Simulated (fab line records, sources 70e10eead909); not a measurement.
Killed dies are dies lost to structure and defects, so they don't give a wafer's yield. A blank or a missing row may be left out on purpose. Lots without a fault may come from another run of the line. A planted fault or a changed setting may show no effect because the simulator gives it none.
Which tool did it? | flow nand_harc | 24 lots, 72 wafers sampled, at 6 steps of a route of 1302

WHAT THE GAUGES READ, wafer by wafer
NHARC_P_M1_OVL_MEAS_10: pitch 260 nm.
lot  | measured     | on         | overlay_x_nm (nm) | overlay_y_nm (nm)
L074 | day 6 08:01  | overlay-02 | 0.6 0.5 0.9       | 1.8 2.4 1.9
L076 | day 6 20:40  | overlay-01 | -0.7 -0.6 -1.2    | -0.5 -0.1 -0.2
L075 | day 6 21:07  | overlay-01 | -0.7 -0.8 -0.1    | 0.0 -0.1 -0.1
L077 | day 7 13:02  | overlay-01 | 1.2 1.0 1.3       | 1.9 2.1 1.2
L078 | day 7 13:49  | overlay-01 | 0.1 0.2 -0.4      | -0.3 0.2 0.1
L079 | day 8 02:00  | overlay-01 | 0.1 0.8 0.8       | -0.2 -0.1 -0.1
L080 | day 8 16:26  | overlay-01 | 0.1 0.3 0.3       | 1.7 1.9 1.8
L081 | day 9 08:34  | overlay-02 | -0.8 0.1 -0.3     | -0.7 -0.1 -1.1
L082 | day 9 19:51  | overlay-02 | -0.5 -0.7 -1.1    | -1.7 -2.0 -1.8
L083 | day 10 00:37 | overlay-02 | 0.7 1.1 0.6       | -0.8 -1.0 -0.9
L085 | day 10 15:18 | overlay-02 | -0.1 0.0 0.2      | 0.1 0.4 0.5
L084 | day 10 17:17 | overlay-01 | 0.9 0.6 1.1       | -1.1 -0.5 -1.2
L086 | day 11 03:15 | overlay-02 | -0.6 -0.3 -1.2    | -0.2 -0.4 -0.1
L087 | day 11 12:55 | overlay-01 | -1.2 -1.3 -1.0    | 1.7 1.7 1.7
L088 | day 12 09:53 | overlay-01 | -0.5 -0.8 -0.8    | 0.5 0.6 0.9
L089 | day 12 11:01 | overlay-02 | 0.8 0.5 0.5       | 1.1 0.9 1.3
L090 | day 12 21:04 | overlay-02 | -1.1 0.1 -0.3     | -0.2 0.6 0.4
L091 | day 13 11:32 | overlay-01 | -0.3 0.5 -0.1     | -1.8 -1.2 -0.9
L092 | day 13 13:08 | overlay-02 | 0.4 0.6 0.1       | 0.8 1.0 2.0
L093 | day 14 05:28 | overlay-01 | -0.1 0.4 -0.2     | 0.6 0.6 0.9
L094 | day 14 17:05 | overlay-01 | -0.3 -0.2 0.1     | 0.3 0.6 0.2
L095 | day 14 22:52 | overlay-02 | 1.1 1.3 1.7       | 0.5 0.4 -0.3
L096 | day 15 10:14 | overlay-02 | 0.5 0.8 0.6       | 0.1 0.2 0.4
L097 | day 15 21:33 | overlay-01 | -0.5 -0.2 -0.5    | -1.3 -1.4 -1.8

NHARC_P_M1_CD_MEAS_16.
lot  | measured     | on        | cd_nm (nm)
L074 | day 6 08:25  | cd_sem-02 | 129.0 129.9 129.5
L076 | day 6 21:07  | cd_sem-02 | 130.2 129.5 130.4
L075 | day 6 21:35  | cd_sem-01 | 130.2 129.3 129.3
L077 | day 7 13:26  | cd_sem-03 | 128.7 129.3 130.3
L078 | day 7 14:13  | cd_sem-02 | 129.9 130.9 131.2
L079 | day 8 02:26  | cd_sem-03 | 129.8 129.9 131.0
L080 | day 8 16:51  | cd_sem-02 | 130.5 130.8 130.7
L081 | day 9 08:58  | cd_sem-01 | 130.0 131.2 129.6
L082 | day 9 20:15  | cd_sem-03 | 129.4 130.7 128.5
L083 | day 10 01:01 | cd_sem-02 | 130.5 129.6 130.4
L085 | day 10 15:43 | cd_sem-01 | 130.0 129.8 129.9
L084 | day 10 17:41 | cd_sem-01 | 130.0 130.0 129.8
L086 | day 11 03:39 | cd_sem-03 | 130.7 130.2 131.2
L087 | day 11 13:19 | cd_sem-01 | 130.7 131.0 131.9
L088 | day 12 10:44 | cd_sem-02 | 128.8 130.1 130.0
L089 | day 12 11:25 | cd_sem-02 | 130.8 130.4 130.7
L090 | day 12 21:28 | cd_sem-02 | 130.0 131.0 130.6
L091 | day 13 12:11 | cd_sem-02 | 130.6 129.2 129.4
L092 | day 13 13:34 | cd_sem-03 | 130.2 128.3 129.0
L093 | day 14 05:53 | cd_sem-03 | 130.3 130.3 129.6
L094 | day 14 17:30 | cd_sem-03 | 130.6 130.3 130.6
L095 | day 14 23:16 | cd_sem-01 | 130.7 130.4 130.7
L096 | day 15 10:38 | cd_sem-03 | 130.3 132.1 131.0
L097 | day 15 21:57 | cd_sem-02 | 131.3 130.0 131.4

NHARC_P_M2_INSPECT_27.
lot  | measured     | on                | raw_defect_count
L074 | day 6 14:50  | defect_inspect-02 | 349 254 362
L076 | day 7 03:59  | defect_inspect-02 | 266 247 334
L075 | day 7 04:10  | defect_inspect-01 | 380 540 283
L077 | day 7 19:50  | defect_inspect-01 | 327 545 262
L078 | day 7 20:47  | defect_inspect-01 | 261 233 213
L079 | day 8 08:46  | defect_inspect-02 | 282 323 333
L080 | day 8 23:20  | defect_inspect-02 | 253 422 248
L081 | day 9 15:25  | defect_inspect-01 | 282 455 400
L082 | day 10 02:32 | defect_inspect-01 | 302 235 366
L083 | day 10 07:20 | defect_inspect-02 | 294 496 253
L085 | day 10 22:02 | defect_inspect-01 | 282 488 441
L084 | day 11 00:02 | defect_inspect-02 | 198 272 238
L086 | day 11 10:23 | defect_inspect-01 | 222 313 180
L087 | day 11 19:44 | defect_inspect-01 | 266 223 341
L088 | day 12 17:14 | defect_inspect-02 | 234 186 214
L089 | day 12 17:55 | defect_inspect-02 | 219 178 225
L090 | day 13 03:55 | defect_inspect-02 | 244 263 315
L091 | day 13 18:38 | defect_inspect-02 | 414 346 291
L092 | day 13 19:54 | defect_inspect-01 | 192 271 222
L093 | day 14 12:36 | defect_inspect-01 | 574 511 233
L094 | day 15 00:04 | defect_inspect-01 | 213 261 239
L095 | day 15 05:47 | defect_inspect-02 | 212 493 228
L096 | day 15 17:02 | defect_inspect-02 | 249 180 247
L097 | day 16 04:16 | defect_inspect-02 | 195 186 185

WHICH TOOL RAN EACH LOT (tool, then ch and the chambers of the sampled wafers, then the start)
lot  | NHARC_P_M1_DEGAS_29          | NHARC_P_M1_PRE_CLEAN_32         | NHARC_P_M2_PVD_20
L074 | pvd_sputter-03, day 6 09:08  | pecvd-01 ch 0,2, day 6 10:46    | pvd_sputter-01, day 6 14:50 or earlier
L076 | pvd_sputter-03, day 6 21:53  | pecvd-03 ch 0,1,2, day 6 23:31  | pvd_sputter-02, day 7 03:59 or earlier
L075 | pvd_sputter-01, day 6 22:19  | pecvd-04 ch 0,1,2, day 6 23:56  | pvd_sputter-03, day 7 04:10 or earlier
L077 | pvd_sputter-03, day 7 14:09  | pecvd-04 ch 1,2, day 7 15:53    | pvd_sputter-03, day 7 19:50 or earlier
L078 | pvd_sputter-01, day 7 14:58  | pecvd-03 ch 1,2, day 7 16:41    | pvd_sputter-03, day 7 20:47 or earlier
L079 | pvd_sputter-02, day 8 03:09  | pecvd-04 ch 1,2, day 8 04:47    | pvd_sputter-02, day 8 08:46 or earlier
L080 | pvd_sputter-01, day 8 17:36  | pecvd-01 ch 0,1,2, day 8 19:16  | pvd_sputter-02, day 8 23:20 or earlier
L081 | pvd_sputter-01, day 9 09:42  | pecvd-04 ch 1,2, day 9 11:20    | pvd_sputter-02, day 9 15:25 or earlier
L082 | pvd_sputter-01, day 9 20:58  | pecvd-04 ch 0,1,2, day 9 22:35  | pvd_sputter-02, day 10 02:32 or earlier
L083 | pvd_sputter-01, day 10 01:46 | pecvd-03 ch 0,2, day 10 03:23   | pvd_sputter-01, day 10 07:20 or earlier
L085 | pvd_sputter-03, day 10 16:25 | pecvd-03 ch 0,1,2, day 10 18:04 | pvd_sputter-02, day 10 22:02 or earlier
L084 | pvd_sputter-03, day 10 18:25 | pecvd-03 ch 0,1, day 10 20:02   | pvd_sputter-02, day 11 00:02 or earlier
L086 | pvd_sputter-03, day 11 04:22 | pecvd-03 ch 0,1, day 11 06:17   | pvd_sputter-03, day 11 10:23 or earlier
L087 | pvd_sputter-03, day 11 14:02 | pecvd-04 ch 0,1,2, day 11 15:40 | pvd_sputter-03, day 11 19:44 or earlier
L088 | pvd_sputter-03, day 12 11:27 | pecvd-03 ch 0,1,2, day 12 13:13 | pvd_sputter-02, day 12 17:14 or earlier
L089 | pvd_sputter-02, day 12 12:09 | pecvd-01 ch 0,2, day 12 13:47   | pvd_sputter-03, day 12 17:55 or earlier
L090 | pvd_sputter-01, day 12 22:11 | pecvd-04 ch 0,1,2, day 12 23:48 | pvd_sputter-01, day 13 03:55 or earlier
L091 | pvd_sputter-02, day 13 12:54 | pecvd-04 ch 1,2, day 13 14:32   | pvd_sputter-02, day 13 18:38 or earlier
L092 | pvd_sputter-01, day 13 14:17 | pecvd-03 ch 0,1,2, day 13 15:56 | pvd_sputter-02, day 13 19:54 or earlier
L093 | pvd_sputter-01, day 14 06:41 | pecvd-03 ch 0,2, day 14 08:22   | pvd_sputter-01, day 14 12:36 or earlier
L094 | pvd_sputter-01, day 14 18:13 | pecvd-01 ch 0,2, day 14 19:50   | pvd_sputter-03, day 15 00:04 or earlier
L095 | pvd_sputter-01, day 15 00:00 | pecvd-03 ch 0,2, day 15 01:37   | pvd_sputter-03, day 15 05:47 or earlier
L096 | pvd_sputter-03, day 15 11:21 | pecvd-01 ch 0,1, day 15 12:58   | pvd_sputter-02, day 15 17:02 or earlier
L097 | pvd_sputter-03, day 15 22:40 | pecvd-03 ch 1,2, day 16 00:18   | pvd_sputter-01, day 16 04:16 or earlier
- NHARC_P_M1_DEGAS_29: time 60 s.
- NHARC_P_M1_PRE_CLEAN_32: time 12 s.
- NHARC_P_M2_PVD_20: deposits TaN, target thk 5 nm, time 8.06 s.

WHAT THE TOOLS THEMSELVES READ (means of the sampled wafers that have a number; where no wafer has one, the mark that the record gives instead)
NHARC_P_M1_DEGAS_29.
lot  | tool           | heater_power_w (W)
L074 | pvd_sputter-03 | 316
L076 | pvd_sputter-03 | 338
L075 | pvd_sputter-01 | 350
L077 | pvd_sputter-03 | 330
L078 | pvd_sputter-01 | 339
L079 | pvd_sputter-02 | 365
L080 | pvd_sputter-01 | 340
L081 | pvd_sputter-01 | 342
L082 | pvd_sputter-01 | 360
L083 | pvd_sputter-01 | 351
L085 | pvd_sputter-03 | 321
L084 | pvd_sputter-03 | 332
L086 | pvd_sputter-03 | 349
L087 | pvd_sputter-03 | 344
L088 | pvd_sputter-03 | 346
L089 | pvd_sputter-02 | 353
L090 | pvd_sputter-01 | 342
L091 | pvd_sputter-02 | 373
L092 | pvd_sputter-01 | 336
L093 | pvd_sputter-01 | 337
L094 | pvd_sputter-01 | 339
L095 | pvd_sputter-01 | 330
L096 | pvd_sputter-03 | 316
L097 | pvd_sputter-03 | 336

NHARC_P_M1_PRE_CLEAN_32.
lot  | tool     | heater_power_w (W) | rf_fwd_power_W (W)
L074 | pecvd-01 | 633                | 291.9
L076 | pecvd-03 | 609                | 291.6
L075 | pecvd-04 | 701                | 293.3
L077 | pecvd-04 | 669                | 292.7
L078 | pecvd-03 | 561                | 292.3
L079 | pecvd-04 | 681                | 292.1
L080 | pecvd-01 | 611                | 293.4
L081 | pecvd-04 | 694                | 292.0
L082 | pecvd-04 | 675                | 293.0
L083 | pecvd-03 | 584                | 291.7
L085 | pecvd-03 | 621                | 292.3
L084 | pecvd-03 | 632                | 292.2
L086 | pecvd-03 | 586                | 292.7
L087 | pecvd-04 | 647                | 292.1
L088 | pecvd-03 | 580                | 292.2
L089 | pecvd-01 | 584                | 292.3
L090 | pecvd-04 | 655                | 292.3
L091 | pecvd-04 | 665                | 292.7
L092 | pecvd-03 | 586                | 292.7
L093 | pecvd-03 | 644                | 292.8
L094 | pecvd-01 | 621                | 293.6
L095 | pecvd-03 | 624                | 292.9
L096 | pecvd-01 | 663                | 292.0
L097 | pecvd-03 | 538                | 292.5

NHARC_P_M2_PVD_20.
lot  | tool           | throttle_valve_pct (%)
L074 | pvd_sputter-01 | 28.8
L076 | pvd_sputter-02 | 30.3
L075 | pvd_sputter-03 | 31.2
L077 | pvd_sputter-03 | 31.4
L078 | pvd_sputter-03 | 30.7
L079 | pvd_sputter-02 | 29.6
L080 | pvd_sputter-02 | 30.3
L081 | pvd_sputter-02 | 30.0
L082 | pvd_sputter-02 | 29.9
L083 | pvd_sputter-01 | 29.2
L085 | pvd_sputter-02 | 29.0
L084 | pvd_sputter-02 | 30.1
L086 | pvd_sputter-03 | 29.7
L087 | pvd_sputter-03 | 30.8
L088 | pvd_sputter-02 | 29.4
L089 | pvd_sputter-03 | 30.4
L090 | pvd_sputter-01 | 29.0
L091 | pvd_sputter-02 | 29.5
L092 | pvd_sputter-02 | 30.0
L093 | pvd_sputter-01 | 30.0
L094 | pvd_sputter-03 | 29.5
L095 | pvd_sputter-03 | 31.4
L096 | pvd_sputter-02 | 29.7
L097 | pvd_sputter-01 | 29.3

THE ANSWER, worked out from the rows above alone
Rule: what is usual is taken from the lots themselves. Put in order of their means at a reading, lots are off if they are a third of the lots or fewer, leave a main group of 4 or more, and stand apart from it by a gap of 3 or more times the standard deviation of the main group's means; of several such gaps the widest counts. A main group whose means are all the same, to the digits that the tables above print for the reading, isn't used. A lot without any number at a reading at which 4 lots or more have one is off too. The other lots that the step has rows for count as sound. The gauges are gone through in route order, then the tools' own readings, and for those a lot's mean is taken as printed above. The first step at which some lot is off is used, and at that step the reading that is off furthest; a lot without a number counts as furthest.
No lot is off at any reading shown: from this, nothing can be told.

WHAT THE SIMULATOR HAD PUT IN
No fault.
